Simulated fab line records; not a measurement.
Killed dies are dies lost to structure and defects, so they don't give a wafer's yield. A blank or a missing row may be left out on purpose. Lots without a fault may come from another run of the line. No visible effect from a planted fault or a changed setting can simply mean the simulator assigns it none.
fab line records | flow nand-harc
[record] lots = 6 wafers = 18 last-day = 34
route steps=1302 shown A_CONTACT@1073 END@1302
lots untouched by any fault: they come from a run of this same line in which no faults occurred
start-h: start of the lot's first displayed wafer, in hours after the record's first day | wait-h: time in hours since the lot's previous step | " identical to the entry in the row above | L1.1+2: a single row standing in for several wafers | - no value, or no start given | * or withheld: withheld | < > ~ a bound
route shown NAME@n: NAME is a module with steps in the file, n the number in the route of the first one | usual: mean/standard deviation of fault-free wafers | same: alike in all rows | chamber/n: place in a boat | sites: per-site readings | _std_site: how widely they spread, as a standard deviation | _edge_site: the outer-site mean with the inner-site mean subtracted | radius-mm: for every site, how far away it sits from the centre of the wafer | mask NAME#n: copy n | behind: tool/chamber where the wafer was last shaped | hold: reason for holding the lot/hours on hold/outcome of the hold | device: the transistor (n, p or np) that didn't switch | end of line: tests of these same wafers at the route's end | a step given without rows: its recipe and nothing more | killed: count of dies lost to structure and defects at first sort (not the wafer's yield) | map: the dies of a wafer, with x for killed, . for not killed, _ for no die there
set.NAME: the setting that was run; set.NAME@STEP: the one run at that earlier step | model.NAME: the simulator's own value behind a step, which no gauge read
a table for each step, a row for each wafer; lots at some steps of the route
services: a tool's chamber out of use, with start hour (start-h, from the record's first day; less than 0 if before it), hours out, and reason
[[steps]]
[step NHARC_A_CONTACT_SOFTBAKE_03]
[recipe] temp-c = 105 time-s = 55
[step NHARC_A_CONTACT_EBR_04]
[step NHARC_A_CONTACT_EXPOSE_05]
[recipe] na = 1.35 sigma-outer = 0.8 dose-mj = 84.24 mask-id = A_CC
[step NHARC_A_CONTACT_PEB_06]
[recipe] peb-temp-c = 100 peb-time-s = 65
[step NHARC_A_CONTACT_DEVELOP_07]
[recipe] develop-time-s = 35 dev-temp-c = 23
[step NHARC_A_CONTACT_CD_MEAS_08]
[recipe] target-cd-nm = 200 landing-energy-ev = 500
[usual] cd-nm = 199.8/0.58
// columns lot.wafer tool chamber start-h wait-h cd-nm
L234.2 cd-sem-02 0 615.21 - 200.0
L234.4 " 0 " " 199.3
L234.5 " 0 " " 198.3
L233.1 cd-sem-02 0 619.66 - 199.2
L233.3 " 0 " " 198.7
L233.6 " 0 " " 199.6
L243.2 cd-sem-01 0 707.61 - 199.8
L243.3 " 0 " " 199.4
L243.5 " 0 " " 199.3
L242.1 cd-sem-02 0 710.82 - 199.6
L242.2 " 0 " " 199.7
L242.3 " 0 " " 200.2
L245.2 cd-sem-03 0 743.46 - 200.1
L245.3 " 0 " " 199.2
L245.5 " 0 " " 199.6
L246.1 cd-sem-01 0 759.43 - 199.2
L246.4 " 0 " " 199.8
L246.6 " 0 " " 200.0
[step NHARC_A_CONTACT_OVL_MEAS_09]
[usual] overlay-x-nm = -0.1/0.73 overlay-y-nm = 0.0/0.64
// columns lot.wafer tool chamber start-h wait-h overlay-x-nm overlay-y-nm
L234.2 overlay-01 - 615.30 - -0.4 1.0
L234.4 " - " " 0.4 0.5
L234.5 " - " " -0.5 1.0
L233.1 overlay-02 - 619.74 - -0.5 -0.7
L233.3 " - " " -0.3 -0.8
L233.6 " - " " -0.4 -0.7
L243.2 overlay-02 - 707.69 - -0.8 0.4
L243.3 " - " " -0.5 0.8
L243.5 " - " " -0.5 0.9
L242.1 overlay-02 - 710.91 - -0.6 -0.9
L242.2 " - " " -0.2 -1.3
L242.3 " - " " -0.2 -1.0
L245.2 overlay-01 - 743.54 - -0.1 0.0
L245.3 " - " " -0.6 0.0
L245.5 " - " " 0.4 0.4
L246.1 overlay-02 - 759.52 - 0.4 -0.1
L246.4 " - " " 0.0 -0.2
L246.6 " - " " 0.0 -0.3
[step NHARC_A_CONTACT_INSPECT_10]
[usual] raw-defect-count = 87/39
// columns lot.wafer tool chamber start-h wait-h raw-defect-count
L234.2 defect-inspect-02 - 615.33 0.0 68
L234.4 " - " " 75
L234.5 " - " " 53
L233.1 defect-inspect-02 - 619.78 0.0 35
L233.3 " - " " 34
L233.6 " - " " 39
L243.2 defect-inspect-01 - 707.73 0.0 49
L243.3 " - " " 39
L243.5 " - " " 40
L242.1 defect-inspect-02 - 710.95 0.0 137
L242.2 " - " " 140
L242.3 " - " " 115
L245.2 defect-inspect-01 - 743.58 0.0 118
L245.3 " - " " 104
L245.5 " - " " 85
L246.1 defect-inspect-01 - 759.56 0.0 118
L246.4 " - " " 101
L246.6 " - " " 104
[step NHARC_A_CONTACT_DESCUM_13]
[recipe] time-s = 3 o2-flow-sccm = 200 ar-flow-sccm = 0 bias-power-w = 0 chemistry = O2
[usual] drypump-motor-current-A = 6.1/0.42 oes-product-au = 1.004/0.0092 rf-vpp-V = 57.7/0.93 showerhead-plenum-p-Torr = 1.89/0.082 throttle-valve-pct = 11.311/0.0083
[same] time-s = 3
// columns lot.wafer tool chamber start-h wait-h drypump-motor-current-A oes-product-au rf-hours-counter-h rf-vpp-V showerhead-plenum-p-Torr throttle-valve-pct
L234.2 rie-diel-08 2 615.39 0.1 6.3 1.014 21 58.5 2.05 11.306
L234.4 " 2 " " 6.3 1.019 - 59.6 2.05 11.318
L234.5 " 1 " " 5.9 1.013 - 57.8 2.03 11.302
L233.1 rie-diel-09 2 619.86 0.1 6.3 1.001 36 57.8 1.80 11.309
L233.3 " 3 " " 6.0 0.998 33 58.1 1.97 11.320
L233.6 " 1 " " 5.6 0.994 - 57.1 2.01 11.317
L243.2 rie-diel-08 3 707.79 0.1 6.3 1.008 53 56.7 1.81 11.304
L243.3 " 2 " " 6.3 1.003 54 57.6 2.04 11.313
L243.5 " 0 " " 6.4 1.007 - 56.6 1.90 11.297
L242.1 rie-diel-12 3 711.01 0.1 5.8 1.007 12 57.1 1.81 11.304
L242.2 " 0 " " 6.7 1.003 14 57.4 1.88 11.313
L242.3 " 2 " " 5.6 0.994 13 58.9 1.92 11.318
L245.2 rie-diel-09 3 743.66 0.1 6.0 1.016 18 58.8 1.96 11.304
L245.3 " 1 " " 5.5 1.006 - 59.1 2.00 11.310
L245.5 " 3 " " 6.0 1.005 - 59.3 1.96 11.316
L246.1 rie-diel-12 3 759.62 0.1 5.8 1.005 19 57.8 1.81 11.322
L246.4 " 0 " " 6.6 1.004 20 58.7 1.88 11.300
L246.6 " 0 " " 6.6 0.992 - 58.5 1.88 11.329
[step NHARC_A_CONTACT_ETCH_88]
[recipe] target-depth-a = 390 over-etch-frac = 0.3 time-s = 65 ion-energy-ev = 80 cf4-flow-sccm = 150 ar-flow-sccm = 0 rf-w = 300 bias-w = 100 chemistry = CF4
[usual] bias-w = 99.98/0.27 cf4-flow-sccm = 150.0/0.44 drypump-motor-current-A = 6.1/0.43 oes-product-au = 1.002/0.0091 rf-vpp-V = 150.9/1.2 showerhead-plenum-p-Torr = 1.75/0.072 throttle-valve-pct = 13.283/0.01
[same] time-s = 65
// columns lot.wafer tool chamber start-h wait-h bias-w cf4-flow-sccm drypump-motor-current-A oes-product-au rf-hours-counter-h rf-vpp-V showerhead-plenum-p-Torr throttle-valve-pct
L234.2 rie-diel-08 3 615.50 0.1 100.09 150.3 6.3 1.013 19 151.0 1.69 13.288
L234.5 " 3 " " 99.64 150.4 6.3 1.013 - 148.9 1.69 13.289
L234.4 " 2 " " 99.94 150.4 6.3 1.010 - 153.8 1.89 13.269
L233.3 rie-diel-09 3 619.94 0.1 100.14 149.8 6.0 1.006 33 150.3 1.82 13.290
L233.1 " 0 " " 99.98 150.3 6.4 1.007 31 150.0 1.66 13.282
L233.6 " 1 " " 100.16 150.1 5.5 1.008 - 152.8 1.85 13.273
L243.2 rie-diel-08 2 707.88 0.1 100.14 149.0 6.3 0.998 54 151.7 1.88 13.276
L243.3 " 0 " " 100.18 149.7 6.4 0.994 50 152.3 1.76 13.268
L243.5 " 2 " " 100.18 149.2 6.3 1.000 - 152.3 1.88 13.281
L242.3 rie-diel-12 3 711.12 0.1 100.15 150.4 5.8 0.989 12 151.6 1.68 13.294
L242.1 " 1 " " 100.13 150.3 6.7 0.985 14 149.3 1.68 13.298
L242.2 " 2 " " 99.84 149.7 5.5 0.995 13 151.0 1.77 13.275
L245.2 rie-diel-09 1 743.78 0.1 100.13 150.2 5.6 1.006 19 153.6 1.84 13.284
L245.3 " 3 " " 100.32 149.9 6.0 1.004 - 152.7 1.80 13.288
L245.5 " 3 " " 100.24 149.6 6.0 1.010 - 151.9 1.81 13.299
L246.1 rie-diel-12 1 759.71 0.1 99.45 150.7 6.7 0.990 22 150.8 1.68 13.274
L246.4 " 2 " " 100.41 150.2 5.5 1.003 21 150.4 1.77 13.270
L246.6 " 0 " " 100.02 150.2 6.6 0.997 - 150.7 1.74 13.292
[step NHARC_A_CONTACT_ETCH_89]
[recipe] target-depth-a = 2600 over-etch-frac = 0.3 time-s = 475.3 ion-energy-ev = 200 n2-flow-sccm = 150 h2-flow-sccm = 150 ar-flow-sccm = 0 rf-w = 400 bias-w = 150 chemistry = N2/H2
[usual] bias-w = 150.0/0.39 chamber-pressure-mTorr = 30.000/0.026 drypump-motor-current-A = 6.1/0.43 oes-product-au = 1.003/0.01 rf-vpp-V = 429.8/2.6 showerhead-plenum-p-Torr = 2.01/0.089 throttle-valve-pct = 14.171/0.0087
[same] time-s = 475.3
// columns lot.wafer tool chamber start-h wait-h bias-w chamber-pressure-mTorr drypump-motor-current-A oes-product-au rf-hours-counter-h rf-vpp-V showerhead-plenum-p-Torr throttle-valve-pct
L234.2 rie-diel-08 1 - - 149.2 30.056 6.0 1.009 20 433.2 2.17 14.176
L234.4 " 2 " " 149.8 29.989 6.3 1.009 - 433.1 2.19 14.164
L234.5 " 3 " " 149.8 29.996 6.3 0.994 - 427.6 1.94 14.169
L233.1 rie-diel-09 2 - - 149.8 29.976 6.3 1.000 36 426.0 1.92 14.178
L233.3 " 3 " " 151.3 30.003 6.0 1.009 33 432.7 2.10 14.167
L233.6 " 2 " " 149.7 29.998 6.3 1.005 - 427.0 1.92 14.181
L243.3 rie-diel-08 0 - - 150.1 29.996 6.4 1.000 50 428.9 2.02 14.162
L243.2 " 1 " " 149.9 29.968 5.9 1.012 52 434.8 2.16 14.176
L243.5 " 0 " " 149.6 30.032 6.4 0.996 - 428.8 2.02 14.184
L242.3 rie-diel-12 2 - - 149.8 30.027 5.5 0.993 13 431.0 2.04 14.183
L242.1 " 3 " " 149.6 30.010 5.8 0.990 12 426.4 1.93 14.170
L242.2 " 1 " " 149.8 29.982 6.7 0.991 15 427.9 1.92 14.174
L245.2 rie-diel-09 3 743.90 0.1 149.9 29.951 6.0 1.012 19 431.8 2.09 14.180
L245.3 " 3 " " 150.0 29.957 6.0 1.011 - 430.9 2.09 14.179
L245.5 " 1 " " 149.9 29.988 5.5 1.019 - 433.9 2.13 14.164
L246.1 rie-diel-12 0 - - 150.1 29.976 6.7 0.990 20 428.5 2.00 14.167
L246.4 " 1 " " 149.5 30.051 6.8 0.983 22 427.8 1.92 14.154
L246.6 " 3 " " 149.4 29.992 5.8 0.996 - 427.3 1.93 14.181
[step NHARC_A_CONTACT_ETCH_30]
[recipe] target-depth-a = 726 time-s = 36.3 cf4-flow-sccm = 100 chf3-flow-sccm = 30 ar-flow-sccm = 0 rf-w = 500 bias-w = 200 chemistry = CF4/CHF3
[usual] bias-w = 200.1/0.6 cf4-flow-sccm = 100.0/0.33 drypump-motor-current-A = 6.1/0.44 oes-product-au = 0.933/0.018 rf-vpp-V = 370.0/2.3 showerhead-plenum-p-Torr = 1.56/0.066 throttle-valve-pct = 16.803/0.0088
[same] time-s = 36.3
// columns lot.wafer tool chamber start-h wait-h bias-w cf4-flow-sccm drypump-motor-current-A oes-product-au rf-hours-counter-h rf-vpp-V showerhead-plenum-p-Torr throttle-valve-pct
L234.2 rie-diel-08 3 - - 200.1 99.9 6.3 0.924 19 368.0 1.50 16.799
L234.5 " 3 " " 199.4 99.8 6.3 0.929 - 366.4 1.50 16.801
L234.4 " 1 " " 199.8 99.4 5.9 0.968 - 373.1 1.66 16.791
L233.1 rie-diel-09 2 - - 199.4 99.9 6.3 0.925 36 367.5 1.49 16.786
L233.3 " 0 " " 200.8 100.5 6.5 0.930 31 366.2 1.48 16.795
L233.6 " 1 " " 199.0 100.2 5.5 0.917 - 372.9 1.65 16.801
L243.2 rie-diel-08 3 - - 200.0 100.5 6.3 0.934 53 369.1 1.49 16.805
L243.3 " 1 " " 200.6 99.9 5.9 0.949 52 373.9 1.66 16.818
L243.5 " 2 " " 200.0 99.4 6.3 0.919 - 374.5 1.67 16.799
L242.2 rie-diel-12 2 - - 198.5 99.7 5.5 0.917 13 369.3 1.58 16.804
L242.3 " 3 " " 200.4 100.1 5.8 0.935 12 366.8 1.50 16.805
L242.1 " 0 " " 200.5 100.2 6.7 0.928 14 369.7 1.55 16.813
L245.2 rie-diel-09 3 744.46 0.5 200.2 99.9 6.0 0.933 19 370.4 1.61 16.804
L245.3 " 3 " " 200.6 99.7 6.0 0.937 - 370.8 1.61 16.798
L245.5 " 1 " " 199.8 100.2 5.5 0.918 - 372.2 1.64 16.796
L246.1 rie-diel-12 0 - - 200.1 99.6 6.6 0.915 20 370.3 1.54 16.802
L246.4 " 1 " " 200.4 99.7 6.7 0.920 22 367.7 1.49 16.796
L246.6 " 0 " " 200.5 100.4 6.6 0.920 - 369.4 1.54 16.795
[step NHARC_A_CONTACT_ETCH_31]
[recipe] target-depth-a = 28000 over-etch-frac = 0.3 time-s = 728 ion-energy-ev = 150 o2-flow-sccm = 400 cos-flow-sccm = 20 ar-flow-sccm = 0 rf-w = 500 bias-w = 300 chemistry = O2/COS
[usual] bias-w = 300.0/0.95 chamber-pressure-mTorr = 20.001/0.02 cos-flow-sccm = 20.00/0.054 drypump-motor-current-A = 6.2/0.43 oes-product-au = 1.000/0.0091 rf-vpp-V = 313.7/2.1 showerhead-plenum-p-Torr = 3.09/0.13 throttle-valve-pct = 28.331/0.0091 time-s = 728/0
// columns lot.wafer tool chamber start-h wait-h bias-w chamber-pressure-mTorr cos-flow-sccm drypump-motor-current-A oes-product-au rf-hours-counter-h rf-vpp-V showerhead-plenum-p-Torr throttle-valve-pct time-s
L234.2 rie-diel-08 2 616.24 - 299.4 19.967 19.94 6.4 1.007 21 317.3 3.33 28.321 728
L234.5 " 1 " " 299.3 20.000 19.98 5.9 1.020 - 318.0 3.30 28.327 728
L234.4 " 2 " " 300.8 20.013 19.95 6.3 1.012 - 316.5 3.33 28.337 728
L233.3 rie-diel-09 0 620.44 - 300.8 20.005 19.87 6.4 1.005 31 311.3 2.93 28.317 728
L233.1 " 3 " " 299.2 20.055 20.01 6.0 1.001 33 316.0 3.21 28.331 728
L233.6 " 1 " " 298.9 19.998 19.92 5.5 0.999 - 316.6 3.27 28.335 728
L243.3 rie-diel-08 2 708.44 - - - - - - - - - - -
L243.2 " 0 " " - - - - - - - - - -
L243.5 " 1 " " - - - - - - - - - -
L242.2 rie-diel-12 1 711.78 - - - - - - - - - - -
L242.1 " 3 " " - - - - - - - - - -
L242.3 " 0 " " - - - - - - - - - -
L245.2 rie-diel-09 3 744.55 0.1 299.9 19.991 20.05 6.0 1.009 19 316.4 3.19 28.329 728
L245.3 " 1 " " 299.2 20.001 20.01 5.6 1.001 - 316.2 3.25 28.337 728
L245.5 " 3 " " 300.3 20.025 19.99 6.0 1.004 - 315.9 3.19 28.326 728
L246.1 rie-diel-12 2 760.27 - 299.8 19.952 20.08 5.5 1.001 22 314.8 3.12 28.340 728
L246.4 " 0 " " 299.8 20.000 19.91 6.7 0.997 20 313.2 3.06 28.336 728
L246.6 " 1 " " 300.7 20.001 20.01 6.8 0.987 - 311.5 2.96 28.335 728
[step NHARC_A_CONTACT_ETCH_134]
[recipe] source-w = withheld pressure-mtorr = 20 bias-v = withheld time-s = 140 target-depth-a = 7000 ar-flow-sccm = withheld c4f8-flow-sccm = withheld o2-flow-sccm = withheld chemistry = C4F8/O2/Ar
[usual] chamber-pressure-mTorr = 20.001/0.019 oes-air-line-au = 1.001/0.019
[same] time-s = 140
// columns lot.wafer tool chamber start-h wait-h chamber-pressure-mTorr oes-air-line-au rf-hours-counter-h
L234.2 har-cap-etch-03 0 616.76 - 19.988 1.004 64
L234.4 " 0 " " 20.015 1.028 -
L234.5 " 0 " " 19.996 0.987 -
L233.1 har-cap-etch-02 0 621.00 - 19.983 0.978 107
L233.3 " 1 " " 19.963 0.997 -
L233.6 " 0 " " 19.956 0.983 -
L243.2 har-cap-etch-03 0 708.94 - 20.012 0.969 79
L243.3 " 1 " " 20.033 1.033 -
L243.5 " 1 " " 19.955 1.030 -
L242.2 har-cap-etch-01 1 712.31 - 19.997 1.030 33
L242.1 " 0 " " 20.008 0.958 33
L242.3 " 1 " " 20.013 1.016 -
L245.2 har-cap-etch-02 1 745.41 0.7 20.034 0.987 128
L245.3 " 1 " " 20.014 0.993 -
L245.5 " 1 " " 20.015 0.998 -
L246.1 har-cap-etch-03 0 760.77 - 19.995 1.031 88
L246.4 " 0 " " 20.023 1.008 -
L246.6 " 1 " " 19.987 0.990 -
[step NHARC_END_SORT_01]
[recipe] temp-c = 25
[usual] killed-at-array = 59/20 killed-at-other = 0.8/1.2 killed-at-periphery = 3.5/2.2 killed-dies = 63/20 killed-open = 3.3/1.8 killed-short = 2.6/1.7
[same] gross-dies = 677
// columns lot.wafer tool chamber start-h wait-h killed-at-array killed-at-other killed-at-periphery killed-dies killed-open killed-short
L242.1 prober-01 0 761.55 2.5 669 3 5 677 2 0
L242.2 prober-01 0 762.34 2.8 669 2 6 677 5 1
L242.3 prober-01 0 763.14 3.1 674 1 2 677 1 2
L243.2 prober-02 0 769.77 2.8 667 2 8 677 4 2
L243.3 prober-02 0 770.59 3.1 673 2 2 677 1 2
L243.5 prober-02 0 772.22 3.8 671 1 5 677 2 4
// killed by level:class
L242.1 A_CONTACT:area-etch=613 A_CHANNEL_HOLE_D2:chamber-film-flake=23 A_SLIT:chamber-film-flake=16 A_CHANNEL_HOLE_D1:chamber-film-flake=11 P_STI:chamber-film-flake=2 P_GATE:chamber-film-flake=2 A_STAIRCASE:chamber-film-flake=2 A_CONTACT:chamber-film-flake=2
L242.2 A_CONTACT:area-etch=605 A_SLIT:chamber-film-flake=27 A_CHANNEL_HOLE_D2:chamber-film-flake=21 A_CHANNEL_HOLE_D1:chamber-film-flake=7 A_STAIRCASE:chamber-film-flake=4 P_GATE:chamber-film-flake=3 A_CHANNEL_FILL_D1:geometric-particle:open=2 HYBRID_BOND:chamber-film-flake=2
L242.3 A_CONTACT:area-etch=606 A_CHANNEL_HOLE_D2:chamber-film-flake=27 A_SLIT:chamber-film-flake=23 A_CHANNEL_HOLE_D1:chamber-film-flake=8 A_STAIRCASE:chamber-film-flake=5 P_GATE:chamber-film-flake=2 A_CHANNEL_FILL_D2:chamber-film-flake=2 A_CHANNEL_FILL_D2:geometric-particle:open=1
L243.2 A_CONTACT:area-etch=617 A_CHANNEL_HOLE_D1:chamber-film-flake=25 A_SLIT:chamber-film-flake=10 A_STAIRCASE:chamber-film-flake=9 P_GATE:chamber-film-flake=4 P_ZERO_WELL:chamber-film-flake=2 P_CONTACT:geometric-particle:open=1 A_CHANNEL_FILL_D2:geometric-particle:open=1
L243.3 A_CONTACT:area-etch=635 A_CHANNEL_HOLE_D1:chamber-film-flake=19 A_STAIRCASE:chamber-film-flake=6 A_SLIT:chamber-film-flake=4 A_CONTACT:chamber-film-flake=3 A_M1:chamber-film-flake=3 A_WL_FILL:geometric-particle:short=2 THIN_TSV:chamber-film-flake=2
L243.5 A_CONTACT:area-etch=629 A_CHANNEL_HOLE_D1:chamber-film-flake=18 A_SLIT:chamber-film-flake=8 A_STAIRCASE:chamber-film-flake=5 P_GATE:chamber-film-flake=3 A_WL_FILL:chamber-film-flake=2 A_CONTACT:chamber-film-flake=2 P_CONTACT:geometric-particle:open=1
// map L242.1 (x killed, . not)
____________x____________
_________xxxxxxx_________
_______xxxxxxxxxxx_______
______xxxxxxxxxxxxx______
_____xxxxxxxxxxxxxxx_____
____xxxxxxxxxxxxxxxxx____
____xxxxxxxxxxxxxxxxx____
___xxxxxxxxxxxxxxxxxxx___
___xxxxxxxxxxxxxxxxxxx___
__xxxxxxxxxxxxxxxxxxxxx__
__xxxxxxxxxxxxxxxxxxxxx__
_xxxxxxxxxxxxxxxxxxxxxxx_
_xxxxxxxxxxxxxxxxxxxxxxx_
_xxxxxxxxxxxxxxxxxxxxxxx_
_xxxxxxxxxxxxxxxxxxxxxxx_
_xxxxxxxxxxxxxxxxxxxxxxx_
xxxxxxxxxxxxxxxxxxxxxxxxx
xxxxxxxxxxxxxxxxxxxxxxxxx
xxxxxxxxxxxxxxxxxxxxxxxxx
xxxxxxxxxxxxxxxxxxxxxxxxx
xxxxxxxxxxxxxxxxxxxxxxxxx
_xxxxxxxxxxxxxxxxxxxxxxx_
_xxxxxxxxxxxxxxxxxxxxxxx_
_xxxxxxxxxxxxxxxxxxxxxxx_
_xxxxxxxxxxxxxxxxxxxxxxx_
_xxxxxxxxxxxxxxxxxxxxxxx_
__xxxxxxxxxxxxxxxxxxxxx__
__xxxxxxxxxxxxxxxxxxxxx__
___xxxxxxxxxxxxxxxxxxx___
___xxxxxxxxxxxxxxxxxxx___
____xxxxxxxxxxxxxxxxx____
____xxxxxxxxxxxxxxxxx____
_____xxxxxxxxxxxxxxx_____
______xxxxxxxxxxxxx______
_______xxxxxxxxxxx_______
_________xxxxxxx_________
____________x____________
// map L243.2 (x killed, . not)
____________x____________
_________xxxxxxx_________
_______xxxxxxxxxxx_______
______xxxxxxxxxxxxx______
_____xxxxxxxxxxxxxxx_____
____xxxxxxxxxxxxxxxxx____
____xxxxxxxxxxxxxxxxx____
___xxxxxxxxxxxxxxxxxxx___
___xxxxxxxxxxxxxxxxxxx___
__xxxxxxxxxxxxxxxxxxxxx__
__xxxxxxxxxxxxxxxxxxxxx__
_xxxxxxxxxxxxxxxxxxxxxxx_
_xxxxxxxxxxxxxxxxxxxxxxx_
_xxxxxxxxxxxxxxxxxxxxxxx_
_xxxxxxxxxxxxxxxxxxxxxxx_
_xxxxxxxxxxxxxxxxxxxxxxx_
xxxxxxxxxxxxxxxxxxxxxxxxx
xxxxxxxxxxxxxxxxxxxxxxxxx
xxxxxxxxxxxxxxxxxxxxxxxxx
xxxxxxxxxxxxxxxxxxxxxxxxx
xxxxxxxxxxxxxxxxxxxxxxxxx
_xxxxxxxxxxxxxxxxxxxxxxx_
_xxxxxxxxxxxxxxxxxxxxxxx_
_xxxxxxxxxxxxxxxxxxxxxxx_
_xxxxxxxxxxxxxxxxxxxxxxx_
_xxxxxxxxxxxxxxxxxxxxxxx_
__xxxxxxxxxxxxxxxxxxxxx__
__xxxxxxxxxxxxxxxxxxxxx__
___xxxxxxxxxxxxxxxxxxx___
___xxxxxxxxxxxxxxxxxxx___
____xxxxxxxxxxxxxxxxx____
____xxxxxxxxxxxxxxxxx____
_____xxxxxxxxxxxxxxx_____
______xxxxxxxxxxxxx______
_______xxxxxxxxxxx_______
_________xxxxxxx_________
____________x____________
[[services]]
// columns tool chamber start-h hours kind
rie-diel-12 3 598.73 8.6 repair
rie-diel-12 0 602.70 - clean
rie-diel-12 1 602.70 - clean
rie-diel-12 2 602.70 - clean
rie-diel-09 0 605.76 - clean
rie-diel-09 1 605.76 - clean
rie-diel-09 2 605.76 - clean
rie-diel-08 3 608.46 5.6 repair
rie-diel-09 2 613.41 2.0 repair
rie-diel-08 0 613.68 2.7 repair
rie-diel-12 - 622.58 9.0 pm
rie-diel-12 2 654.34 7.6 repair
har-cap-etch-03 - 657.23 0.2 repair
rie-diel-08 - 671.24 1.1 repair
rie-diel-09 - 675.22 9.0 pm
rie-diel-08 - 685.94 0.4 repair
rie-diel-12 3 686.72 7.7 repair
rie-diel-12 3 723.42 5.7 repair
rie-diel-09 0 724.04 4.4 repair
rie-diel-08 - 724.21 9.0 pm
rie-diel-09 2 737.16 8.6 repair
rie-diel-09 0 742.31 3.9 repair
har-cap-etch-02 - 756.68 17.0 pm
har-cap-etch-03 - 759.66 0.5 repair
[[key]]
[first-sign] step = NHARC_A_CONTACT_ETCH_31 reading = tool-record direction = missing
[effect] step = NHARC_END_SORT_01 reading = killed-at-array direction = up sigmas = 31 usual = 59 struck = 670
[more-kills-born-at] NHARC_A_CONTACT_ETCH_31@rie-diel-08 = 1881 NHARC_A_CONTACT_ETCH_31@rie-diel-12 = 1824
met-at NHARC_A_CONTACT_ETCH_31
struck-wafers L242.1,L242.2,L242.3,L243.2,L243.3,L243.5
later-rows-left-out L242.1,L242.2,L242.3,L243.2,L243.3,L243.5
tester-left-out L242,L243
onset-between 616.24 708.44
[fault] kind = skipped-step-whole tool = rie-diel-08,rie-diel-12 chamber = - onset-h = 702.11 steps = NHARC_A_CONTACT_ETCH_31 scope = struck-lots-only
// tester-left-out: of these lots the tester's yield and bins aren't shown, on N5 and GAA mostly nor the transistor test; their killed dies are dies lost to structure and defects alone, not to doping, threshold or leakage, so they don't give the yield
// later-rows-left-out: the simulator's readings of these wafers behind a module that went badly wrong aren't trusted and aren't shown, but for the sort
